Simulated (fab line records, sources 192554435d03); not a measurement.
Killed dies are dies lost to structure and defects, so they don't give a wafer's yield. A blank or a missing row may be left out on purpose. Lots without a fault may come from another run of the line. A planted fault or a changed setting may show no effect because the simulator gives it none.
Which tool did it? | flow n5_finfet | 24 lots, 72 wafers sampled, at 6 steps of a route of 1938

WHAT THE GAUGES READ, wafer by wafer
N5_BEOL_M6_OCD_MEAS_38. Usual: trench_depth_nm 94.1 nm, standard deviation 2.3.
lot  | measured     | on     | trench_depth_nm (nm) | flag
L074 | day 8 15:23  | ocd-02 | 96.8 91.0 94.5       |
L075 | day 8 19:47  | ocd-01 | 95.7 94.2 98.0       |
L076 | day 9 06:09  | ocd-01 | 95.8 93.8 95.6       |
L077 | day 9 06:19  | ocd-02 | 96.7 92.0 91.8       |
L078 | day 9 12:49  | ocd-01 | 92.0 92.2 95.6       |
L079 | day 9 19:28  | ocd-01 | 94.0 92.1 92.3       |
L080 | day 9 21:34  | ocd-01 | 96.0 92.9 93.7       |
L082 | day 10 09:43 | ocd-01 | 95.7 96.2 97.8       |
L081 | day 10 13:07 | ocd-02 | 95.4 89.7 94.5       |
L083 | day 10 18:51 | ocd-02 | 91.1 90.1 91.4       |
L084 | day 11 01:42 | ocd-01 | 96.9 91.9 95.0       |
L086 | day 11 04:40 | ocd-01 | 93.0 95.8 95.4       |
L085 | day 11 21:06 | ocd-02 | 96.0 94.4 96.7       |
L087 | day 11 21:30 | ocd-02 | 95.6 96.0 96.9       |
L088 | day 12 00:47 | ocd-02 | 96.9 89.4 95.3       |
L089 | day 12 01:15 | ocd-01 | 95.4 96.0 88.7       |
L090 | day 12 19:43 | ocd-01 | 95.1 94.5 89.4       |
L091 | day 13 02:11 | ocd-02 | 93.8 96.7 95.9       |
L092 | day 13 06:10 | ocd-02 | 95.0 96.5 93.9       |
L093 | day 13 08:11 | ocd-02 | 95.8 94.3 95.6       |
L094 | day 13 15:17 | ocd-02 | 92.2 93.7 93.3       |
L095 | day 13 20:23 | ocd-01 | 91.6 93.7 94.2       |
L097 | day 14 07:56 | ocd-02 | 92.5 93.9 93.0       |
L096 | day 14 08:00 | ocd-01 | 95.3 96.2 92.9       |

N5_BEOL_M7_OVL_MEAS_12. Usual: M7_OVL -0.1 nm, standard deviation 0.74.
lot  | measured     | on         | M7_OVL (nm)    | flag
L074 | day 8 20:08  | overlay-02 | 0.1 0.2 -0.1   |
L075 | day 9 02:56  | overlay-02 | -0.8 -0.4 -0.9 |
L076 | day 9 12:39  | overlay-01 | -0.2 -0.2 0.1  |
L077 | day 9 12:50  | overlay-02 | -0.1 0.4 -0.4  |
L078 | day 9 19:55  | overlay-02 | -0.6 1.1 -0.2  |
L079 | day 10 02:16 | overlay-02 | 0.2 0.4 0.1    |
L080 | day 10 02:47 | overlay-01 | -0.9 0.0 -1.9  |
L082 | day 10 14:08 | overlay-02 | 1.5 -0.9 0.6   |
L081 | day 10 19:40 | overlay-02 | 0.6 0.0 -0.3   |
L083 | day 10 23:11 | overlay-02 | -0.6 -0.9 -0.6 |
L084 | day 11 08:12 | overlay-02 | 1.5 -0.4 -1.0  |
L086 | day 11 10:44 | overlay-02 | 0.4 -0.2 1.5   |
L085 | day 12 01:41 | overlay-01 | 0.4 0.6 0.7    |
L087 | day 12 01:52 | overlay-01 | -1.1 0.1 -0.8  |
L088 | day 12 04:47 | overlay-02 | -1.0 -0.5 0.7  |
L089 | day 12 05:20 | overlay-01 | 1.0 0.0 0.9    |
L090 | day 13 02:43 | overlay-02 | 0.2 0.8 0.3    |
L091 | day 13 07:42 | overlay-02 | 0.1 0.8 -0.8   |
L092 | day 13 11:49 | overlay-02 | 0.7 -1.6 -0.9  |
L093 | day 13 12:42 | overlay-02 | -0.1 -0.5 -0.8 |
L094 | day 13 20:35 | overlay-02 | -0.2 -0.6 -0.4 |
L095 | day 14 03:56 | overlay-02 | 0.3 -2.4 -0.7  |
L097 | day 14 11:58 | overlay-01 | -1.0 -1.1 -0.8 |
L096 | day 14 12:13 | overlay-02 | 0.2 -1.4 -0.3  |

WHICH TOOL RAN EACH LOT (tool, then ch and the chambers of the sampled wafers, then the start)
lot  | N5_BEOL_M6_ETCH_65                 | N5_BEOL_M6_TRENCH_ETCH_37                     | N5_BEOL_M6_STRIP_80                           | N5_BEOL_M6_PRE_CLEAN_45
L074 | rie_diel-01 ch 0,1,2, day 8 15:01  | rie_diel-01 ch 0,1,2, day 8 15:23 or earlier  | rie_diel-01 ch 0,1,2, day 8 15:23 or earlier  | pvd_sputter-02, day 8 16:10
L075 | rie_diel-01 ch 1,2,3, day 8 19:25  | rie_diel-01 ch 1,2,3, day 8 19:47 or earlier  | rie_diel-01 ch 1,2,3, day 8 19:47 or earlier  | pvd_sputter-01, day 8 20:40
L076 | rie_diel-01 ch 1,2,3, day 9 05:47  | rie_diel-01 ch 1,2,3, day 9 06:09 or earlier  | rie_diel-01 ch 1,2,3, day 9 06:09 or earlier  | pvd_sputter-02, day 9 07:19
L077 | rie_diel-04 ch 0,1,2, day 9 05:57  | rie_diel-04 ch 0,1,2, day 9 06:19 or earlier  | rie_diel-04 ch 0,1,2, day 9 06:19 or earlier  | pvd_sputter-02, day 9 07:23
L078 | rie_diel-04 ch 0,1,3, day 9 12:26  | rie_diel-04 ch 0,1,3, day 9 12:49 or earlier  | rie_diel-04 ch 0,1,3, day 9 12:49 or earlier  | pvd_sputter-03, day 9 13:49
L079 | rie_diel-02 ch 1,2,3, day 9 19:06  | rie_diel-02 ch 1,2,3, day 9 19:28 or earlier  | rie_diel-02 ch 1,2,3, day 9 19:28 or earlier  | pvd_sputter-01, day 9 20:16
L080 | rie_diel-04 ch 0,3, day 9 21:11    | rie_diel-04 ch 0,3, day 9 21:34 or earlier    | rie_diel-04 ch 0,3, day 9 21:34 or earlier    | pvd_sputter-01, day 9 22:21
L082 | rie_diel-01 ch 1,2, day 10 09:20   | rie_diel-01 ch 1,2, day 10 09:43 or earlier   | rie_diel-01 ch 1,2, day 10 09:43 or earlier   | pvd_sputter-03, day 10 10:27
L081 | rie_diel-01 ch 0,1,2, day 10 12:44 | rie_diel-01 ch 0,1,2, day 10 13:07 or earlier | rie_diel-01 ch 0,1,2, day 10 13:07 or earlier | pvd_sputter-03, day 10 14:19
L083 | rie_diel-04 ch 1,3, day 10 18:28   | rie_diel-04 ch 1,3, day 10 18:51 or earlier   | rie_diel-04 ch 1,3, day 10 18:51 or earlier   | pvd_sputter-02, day 10 19:54
L084 | rie_diel-04 ch 0,1,2, day 11 01:20 | rie_diel-04 ch 0,1,2, day 11 01:42 or earlier | rie_diel-04 ch 0,1,2, day 11 01:42 or earlier | pvd_sputter-02, day 11 02:27
L086 | rie_diel-04 ch 0,1, day 11 04:17   | rie_diel-04 ch 0,1, day 11 04:40 or earlier   | rie_diel-04 ch 0,1, day 11 04:40 or earlier   | pvd_sputter-03, day 11 06:45
L085 | rie_diel-01 ch 1,2,3, day 11 20:44 | rie_diel-01 ch 1,2,3, day 11 21:06 or earlier | rie_diel-01 ch 1,2,3, day 11 21:06 or earlier | pvd_sputter-02, day 11 21:55
L087 | rie_diel-01 ch 2,3, day 11 21:07   | rie_diel-01 ch 2,3, day 11 21:30 or earlier   | rie_diel-01 ch 2,3, day 11 21:30 or earlier   | pvd_sputter-01, day 11 22:07
L088 | rie_diel-01 ch 0,3, day 12 00:24   | rie_diel-01 ch 0,3, day 12 00:47 or earlier   | rie_diel-01 ch 0,3, day 12 00:47 or earlier   | pvd_sputter-01, day 12 01:20
L089 | rie_diel-01 ch 0,1,2, day 12 00:52 | rie_diel-01 ch 0,1,2, day 12 01:15 or earlier | rie_diel-01 ch 0,1,2, day 12 01:15 or earlier | pvd_sputter-03, day 12 01:49
L090 | rie_diel-01 ch 0,1,2, day 12 19:22 | rie_diel-01 ch 0,1,2, day 12 19:43 or earlier | rie_diel-01 ch 0,1,2, day 12 19:43 or earlier | pvd_sputter-01, day 12 20:57
L091 | rie_diel-02 ch 1,2,3, day 13 01:49 | rie_diel-02 ch 1,2,3, day 13 02:11 or earlier | rie_diel-02 ch 1,2,3, day 13 02:11 or earlier | pvd_sputter-02, day 13 02:51
L092 | rie_diel-01 ch 2,3, day 13 05:47   | rie_diel-01 ch 2,3, day 13 06:10 or earlier   | rie_diel-01 ch 2,3, day 13 06:10 or earlier   | pvd_sputter-02, day 13 07:07
L093 | rie_diel-01 ch 1,2, day 13 07:48   | rie_diel-01 ch 1,2, day 13 08:11 or earlier   | rie_diel-01 ch 1,2, day 13 08:11 or earlier   | pvd_sputter-02, day 13 09:10
L094 | rie_diel-02 ch 0,1,2, day 13 14:55 | rie_diel-02 ch 0,1,2, day 13 15:17 or earlier | rie_diel-02 ch 0,1,2, day 13 15:17 or earlier | pvd_sputter-03, day 13 15:52
L095 | rie_diel-04 ch 0,1,2, day 13 20:00 | rie_diel-04 ch 0,1,2, day 13 20:23 or earlier | rie_diel-04 ch 0,1,2, day 13 20:23 or earlier | pvd_sputter-01, day 13 21:22
L097 | rie_diel-02 ch 0,1,2, day 14 07:34 | rie_diel-02 ch 0,1,2, day 14 07:56 or earlier | rie_diel-02 ch 0,1,2, day 14 07:56 or earlier | pvd_sputter-02, day 14 08:29
L096 | rie_diel-04 ch 0,1,2, day 14 07:37 | rie_diel-04 ch 0,1,2, day 14 08:00 or earlier | rie_diel-04 ch 0,1,2, day 14 08:00 or earlier | pvd_sputter-01, day 14 08:34
- N5_BEOL_M6_ETCH_65: etches SiARC in CF4, target depth 15.6 nm, time 26 s.
- N5_BEOL_M6_TRENCH_ETCH_37: etches SiCOH lowk in C4F6/O2, target depth 94.435 nm, time 31.5 s.
- N5_BEOL_M6_STRIP_80: strips in N2/H2, time 10 s.
- N5_BEOL_M6_PRE_CLEAN_45: time 30 s.

WHAT THE TOOLS THEMSELVES READ (means of the sampled wafers that have a number; where no wafer has one, the mark that the record gives instead)
N5_BEOL_M6_ETCH_65. Usual: drypump_motor_current_A 5.9 A, standard deviation 0.39; etch_rf_on_time_s 26.0 s, standard deviation 0.68; oes_product_au 0.70 a.u., standard deviation 0.079; rf_vpp_V 184.0 V, standard deviation 1; showerhead_plenum_p_Torr 2.14 Torr, standard deviation 0.055; throttle_valve_pct 15.6 %, standard deviation 0.32.
lot  | tool        | drypump_motor_current_A (A) | etch_rf_on_time_s (s) | oes_product_au (a.u.) | rf_vpp_V (V) | showerhead_plenum_p_Torr (Torr) | throttle_valve_pct (%) | flag
L074 | rie_diel-01 | 6.1                         | 26.2                  | 0.74                  | 184.6        | 2.13                            | 15.6                   |
L075 | rie_diel-01 | 6.0                         | 25.7                  | 0.76                  | 185.2        | 2.18                            | 15.6                   |
L076 | rie_diel-01 | 5.9                         | 25.7                  | 0.76                  | 184.4        | 2.18                            | 15.6                   |
L077 | rie_diel-04 | 6.0                         | 25.9                  | 0.68                  | 184.2        | 2.15                            | 15.5                   |
L078 | rie_diel-04 | 5.9                         | 26.3                  | 0.69                  | 184.7        | 2.12                            | 15.6                   |
L079 | rie_diel-02 | 6.0                         | 26.2                  | 0.66                  | 184.3        | 2.18                            | 15.6                   |
L080 | rie_diel-04 | 5.4                         | 26.0                  | 0.65                  | 183.8        | 2.13                            | 15.7                   |
L082 | rie_diel-01 | 6.0                         | 25.9                  | 0.78                  | 184.1        | 2.18                            | 15.4                   |
L081 | rie_diel-01 | 6.0                         | 26.2                  | 0.71                  | 183.9        | 2.13                            | 15.6                   |
L083 | rie_diel-04 | 5.7                         | 27.0                  | 0.62                  | 183.5        | 2.09                            | 15.9                   |
L084 | rie_diel-04 | 6.0                         | 25.8                  | 0.76                  | 183.2        | 2.15                            | 15.4                   |
L086 | rie_diel-04 | 6.1                         | 25.3                  | 0.74                  | 183.7        | 2.14                            | 15.2                   |
L085 | rie_diel-01 | 6.0                         | 25.5                  | 0.73                  | 184.0        | 2.17                            | 15.6                   |
L087 | rie_diel-01 | 6.2                         | 25.6                  | 0.73                  | 183.8        | 2.17                            | 15.6                   |
L088 | rie_diel-01 | 5.7                         | 26.2                  | 0.63                  | 183.3        | 2.11                            | 16.0                   |
L089 | rie_diel-01 | 6.0                         | 26.3                  | 0.70                  | 183.8        | 2.13                            | 15.6                   |
L090 | rie_diel-01 | 6.0                         | 26.4                  | 0.69                  | 183.9        | 2.12                            | 15.7                   |
L091 | rie_diel-02 | 6.0                         | 25.7                  | 0.73                  | 184.8        | 2.18                            | 15.5                   |
L092 | rie_diel-01 | 6.2                         | 25.8                  | 0.72                  | 184.2        | 2.17                            | 15.6                   |
L093 | rie_diel-01 | 6.0                         | 25.9                  | 0.74                  | 185.2        | 2.17                            | 15.5                   |
L094 | rie_diel-02 | 6.1                         | 25.9                  | 0.65                  | 183.8        | 2.15                            | 15.7                   |
L095 | rie_diel-04 | 5.9                         | 26.0                  | 0.73                  | 183.8        | 2.14                            | 15.4                   |
L097 | rie_diel-02 | 6.1                         | 25.9                  | 0.64                  | 183.7        | 2.14                            | 15.7                   |
L096 | rie_diel-04 | 6.0                         | 25.6                  | 0.72                  | 184.3        | 2.14                            | 15.4                   |

N5_BEOL_M6_TRENCH_ETCH_37. Usual: C4F6_flow_sccm 10.00 sccm, standard deviation 0.032; drypump_motor_current_A 5.9 A, standard deviation 0.4; oes_product_au 0.81 a.u., standard deviation 0.092; rf_vpp_V 667 V, standard deviation 11; showerhead_plenum_p_Torr 2.85 Torr, standard deviation 0.076; throttle_valve_pct 20.96 %, standard deviation 0.29.
lot  | tool        | C4F6_flow_sccm (sccm) | drypump_motor_current_A (A) | oes_product_au (a.u.) | rf_vpp_V (V) | showerhead_plenum_p_Torr (Torr) | throttle_valve_pct (%) | flag
L074 | rie_diel-01 | 10.01                 | 6.1                         | 0.87                  | 672          | 2.84                            | 20.90                  |
L075 | rie_diel-01 | 10.01                 | 6.0                         | 0.90                  | 678          | 2.90                            | 20.94                  |
L076 | rie_diel-01 | 9.97                  | 6.0                         | 0.89                  | 678          | 2.90                            | 20.97                  |
L077 | rie_diel-04 | 9.99                  | 6.0                         | 0.80                  | 658          | 2.86                            | 20.82                  |
L078 | rie_diel-04 | 10.00                 | 5.9                         | 0.80                  | 659          | 2.82                            | 20.86                  |
L079 | rie_diel-02 | 9.99                  | 6.0                         | 0.77                  | 662          | 2.90                            | 20.90                  |
L080 | rie_diel-04 | 10.01                 | 5.4                         | 0.76                  | 664          | 2.83                            | 21.01                  |
L082 | rie_diel-01 | 10.02                 | 6.0                         | 0.92                  | 674          | 2.90                            | 20.80                  |
L081 | rie_diel-01 | 10.02                 | 6.1                         | 0.84                  | 671          | 2.83                            | 20.92                  |
L083 | rie_diel-04 | 9.97                  | 5.7                         | 0.72                  | 664          | 2.79                            | 21.19                  |
L084 | rie_diel-04 | 10.00                 | 6.0                         | 0.88                  | 657          | 2.86                            | 20.74                  |
L086 | rie_diel-04 | 10.00                 | 6.1                         | 0.85                  | 653          | 2.84                            | 20.57                  |
L085 | rie_diel-01 | 10.00                 | 5.9                         | 0.86                  | 678          | 2.89                            | 20.99                  |
L087 | rie_diel-01 | 10.02                 | 6.2                         | 0.87                  | 683          | 2.89                            | 20.94                  |
L088 | rie_diel-01 | 10.00                 | 5.7                         | 0.75                  | 672          | 2.80                            | 21.34                  |
L089 | rie_diel-01 | 10.02                 | 6.0                         | 0.82                  | 671          | 2.83                            | 20.94                  |
L090 | rie_diel-01 | 10.01                 | 6.1                         | 0.81                  | 671          | 2.82                            | 20.93                  |
L091 | rie_diel-02 | 9.99                  | 5.9                         | 0.86                  | 662          | 2.89                            | 20.82                  |
L092 | rie_diel-01 | 9.98                  | 6.2                         | 0.83                  | 683          | 2.89                            | 20.96                  |
L093 | rie_diel-01 | 9.95                  | 6.0                         | 0.87                  | 674          | 2.89                            | 20.85                  |
L094 | rie_diel-02 | 10.01                 | 6.1                         | 0.75                  | 656          | 2.85                            | 20.97                  |
L095 | rie_diel-04 | 9.98                  | 6.0                         | 0.84                  | 656          | 2.84                            | 20.78                  |
L097 | rie_diel-02 | 10.05                 | 6.1                         | 0.75                  | 656          | 2.85                            | 20.96                  |
L096 | rie_diel-04 | 9.99                  | 6.0                         | 0.84                  | 656          | 2.84                            | 20.78                  |

N5_BEOL_M6_STRIP_80. Usual: drypump_motor_current_A 5.9 A, standard deviation 0.4; oes_product_au 0.82 a.u., standard deviation 0.09; rf_vpp_V 59.2 V, standard deviation 0.88; showerhead_plenum_p_Torr 2.54 Torr, standard deviation 0.067; throttle_valve_pct 23.7 %, standard deviation 0.39.
lot  | tool        | drypump_motor_current_A (A) | oes_product_au (a.u.) | rf_vpp_V (V) | showerhead_plenum_p_Torr (Torr) | throttle_valve_pct (%) | flag
L074 | rie_diel-01 | 6.1                         | 0.88                  | 58.6         | 2.53                            | 23.6                   |
L075 | rie_diel-01 | 6.0                         | 0.90                  | 59.5         | 2.59                            | 23.7                   |
L076 | rie_diel-01 | 6.0                         | 0.89                  | 59.1         | 2.58                            | 23.7                   |
L077 | rie_diel-04 | 6.0                         | 0.80                  | 59.2         | 2.56                            | 23.6                   |
L078 | rie_diel-04 | 5.9                         | 0.81                  | 59.5         | 2.52                            | 23.7                   |
L079 | rie_diel-02 | 6.0                         | 0.78                  | 59.2         | 2.58                            | 23.5                   |
L080 | rie_diel-04 | 5.4                         | 0.76                  | 59.2         | 2.54                            | 23.9                   |
L082 | rie_diel-01 | 6.0                         | 0.92                  | 59.6         | 2.59                            | 23.6                   |
L081 | rie_diel-01 | 6.1                         | 0.84                  | 58.6         | 2.52                            | 23.6                   |
L083 | rie_diel-04 | 5.7                         | 0.73                  | 59.7         | 2.49                            | 24.0                   |
L084 | rie_diel-04 | 6.0                         | 0.89                  | 58.7         | 2.55                            | 23.5                   |
L086 | rie_diel-04 | 6.1                         | 0.86                  | 59.6         | 2.55                            | 23.3                   |
L085 | rie_diel-01 | 6.0                         | 0.86                  | 60.8         | 2.58                            | 23.7                   |
L087 | rie_diel-01 | 6.2                         | 0.86                  | 59.5         | 2.57                            | 23.5                   |
L088 | rie_diel-01 | 5.7                         | 0.75                  | 58.0         | 2.50                            | 24.2                   |
L089 | rie_diel-01 | 6.0                         | 0.83                  | 58.9         | 2.52                            | 23.6                   |
L090 | rie_diel-01 | 6.1                         | 0.82                  | 59.5         | 2.51                            | 23.6                   |
L091 | rie_diel-02 | 6.0                         | 0.86                  | 59.9         | 2.57                            | 23.4                   |
L092 | rie_diel-01 | 6.2                         | 0.84                  | 58.9         | 2.56                            | 23.5                   |
L093 | rie_diel-01 | 6.0                         | 0.88                  | 59.8         | 2.58                            | 23.6                   |
L094 | rie_diel-02 | 6.1                         | 0.76                  | 60.3         | 2.54                            | 23.7                   |
L095 | rie_diel-04 | 6.0                         | 0.84                  | 58.7         | 2.54                            | 23.5                   |
L097 | rie_diel-02 | 6.1                         | 0.76                  | 59.9         | 2.54                            | 23.7                   |
L096 | rie_diel-04 | 6.0                         | 0.83                  | 58.9         | 2.54                            | 23.5                   |

N5_BEOL_M6_PRE_CLEAN_45. Usual: heater_power_w 329 W, standard deviation 29.
lot  | tool           | heater_power_w (W) | flag
L074 | pvd_sputter-02 | 318                |
L075 | pvd_sputter-01 | 307                |
L076 | pvd_sputter-02 | 343                |
L077 | pvd_sputter-02 | 349                |
L078 | pvd_sputter-03 | 309                |
L079 | pvd_sputter-01 | 324                |
L080 | pvd_sputter-01 | 368                |
L082 | pvd_sputter-03 | 302                |
L081 | pvd_sputter-03 | 303                |
L083 | pvd_sputter-02 | 311                |
L084 | pvd_sputter-02 | 324                |
L086 | pvd_sputter-03 | 293                |
L085 | pvd_sputter-02 | 335                |
L087 | pvd_sputter-01 | 334                |
L088 | pvd_sputter-01 | 356                |
L089 | pvd_sputter-03 | 326                |
L090 | pvd_sputter-01 | 329                |
L091 | pvd_sputter-02 | 342                |
L092 | pvd_sputter-02 | 322                |
L093 | pvd_sputter-02 | 329                |
L094 | pvd_sputter-03 | 328                |
L095 | pvd_sputter-01 | 329                |
L097 | pvd_sputter-02 | 326                |
L096 | pvd_sputter-01 | 331                |

THE ANSWER, worked out from the rows above alone
Rule: a lot is off if the mean of its wafers that have a number lies more than 3 standard deviations from the usual mean. A lot without any number at a reading at which 4 lots or more have one is off too. The other lots that the step has rows for count as sound. The gauges are gone through in route order, then the tools' own readings, and for those a lot's mean is taken as printed above. The first step at which some lot is off is used, and at that step the reading that is off furthest; a lot without a number counts as furthest.
No lot is off at any reading shown: from this, nothing can be told.

WHAT THE SIMULATOR HAD PUT IN
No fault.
